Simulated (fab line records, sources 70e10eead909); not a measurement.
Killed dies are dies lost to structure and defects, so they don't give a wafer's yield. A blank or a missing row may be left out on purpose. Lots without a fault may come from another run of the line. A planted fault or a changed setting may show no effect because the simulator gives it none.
Chamber matching | flow nand_harc | NHARC_A_DECK1_JOINT_ETCHBACK_00 on rie_si-05: 4 sister chambers
The step etches the open film in HBr, target depth 30 nm, time 17.4 s. 20 wafers are shown with their chamber, then 10 later ones without.

WAFERS WITH THEIR CHAMBER
wafer  | chamber | drypump_motor_current_A (A) | oes_product_au (a.u.) | throttle_valve_pct (%)
L075.1 | 1       | 6.3                         | 1.005                 | 23.271
L075.2 | 3       | 5.9                         | 0.998                 | 23.257
L075.3 | 0       | 6.1                         | 0.992                 | 23.257
L077.2 | 1       | 6.3                         | 0.995                 | 23.269
L077.5 | 2       | 5.1                         | 0.999                 | 23.261
L077.6 | 1       | 6.3                         | 0.993                 | 23.253
L079.2 | 1       | 6.3                         | 0.995                 | 23.256
L079.4 | 3       | 5.8                         | 0.996                 | 23.275
L079.5 | 0       | 6.1                         | 0.993                 | 23.240
L081.2 | 3       | 5.8                         | 0.997                 | 23.264
L081.3 | 2       | 5.1                         | 1.008                 | 23.266
L081.6 | 1       | 6.3                         | 1.007                 | 23.289
L084.3 | 0       | 6.1                         | 1.004                 | 23.269
L084.4 | 1       | 6.3                         | 1.013                 | 23.253
L084.5 | 3       | 5.8                         | 0.993                 | 23.254
L083.2 | 1       | 6.3                         | 1.006                 | 23.262
L083.4 | 0       | 6.1                         | 1.012                 | 23.264
L083.6 | 1       | 6.3                         | 1.009                 | 23.270
L089.1 | 3       | 5.8                         | 0.995                 | 23.268
L089.4 | 1       | 6.3                         | 0.999                 | 23.261

SIGNATURES (means of the wafers above)
reading                 | chamber 0 | chamber 1 | chamber 2 | chamber 3 | scatter within a chamber
drypump_motor_current_A | 6.100     | 6.300     | 5.100     | 5.820     | 0.0224
oes_product_au          | 1.00025   | 1.00244   | 1.00350   | 0.99580   | 0.00677
throttle_valve_pct      | 23.25750  | 23.26489  | 23.26350  | 23.26360  | 0.0107
Rule: a wafer's distance from a chamber is the root of the sum, over the readings, of the square of ((its reading less the chamber's mean) divided by the reading's scatter). The wafer belongs to the nearest chamber; if the next one is less than 2 further off, it can't be placed. The scatter: the root of (the sum of the squares of (reading less its chamber's mean) over the shown wafers, divided by (wafers less chambers)).

WAFERS WITHOUT THEIR CHAMBER
wafer  | drypump_motor_current_A (A) | oes_product_au (a.u.) | throttle_valve_pct (%)
L089.6 | 5.8                         | 0.995                 | 23.273
L092.4 | 6.3                         | 0.998                 | 23.285
L092.5 | 5.1                         | 0.999                 | 23.266
L092.6 | 5.8                         | 0.994                 | 23.258
L095.1 | 5.1                         | 0.989                 | 23.262
L095.2 | 6.1                         | 1.005                 | 23.267
L095.4 | 5.8                         | 0.981                 | 23.274
L096.2 | 5.1                         | 0.985                 | 23.273
L096.4 | 6.3                         | 0.998                 | 23.271
L096.6 | 6.0                         | 1.012                 | 23.261

WHICH CHAMBER EACH WENT THROUGH
wafer  | from the rows above | in truth
L089.6 | 3                   | 3
L092.4 | 1                   | 1
L092.5 | 2                   | 2
L092.6 | 3                   | 3
L095.1 | 2                   | 2
L095.2 | 0                   | 0
L095.4 | 3                   | 3
L096.2 | 2                   | 2
L096.4 | 1                   | 1
L096.6 | 0                   | 0
Placed correctly: 10 of 10. Can't be placed from these rows: 0. Placed wrongly: 0.
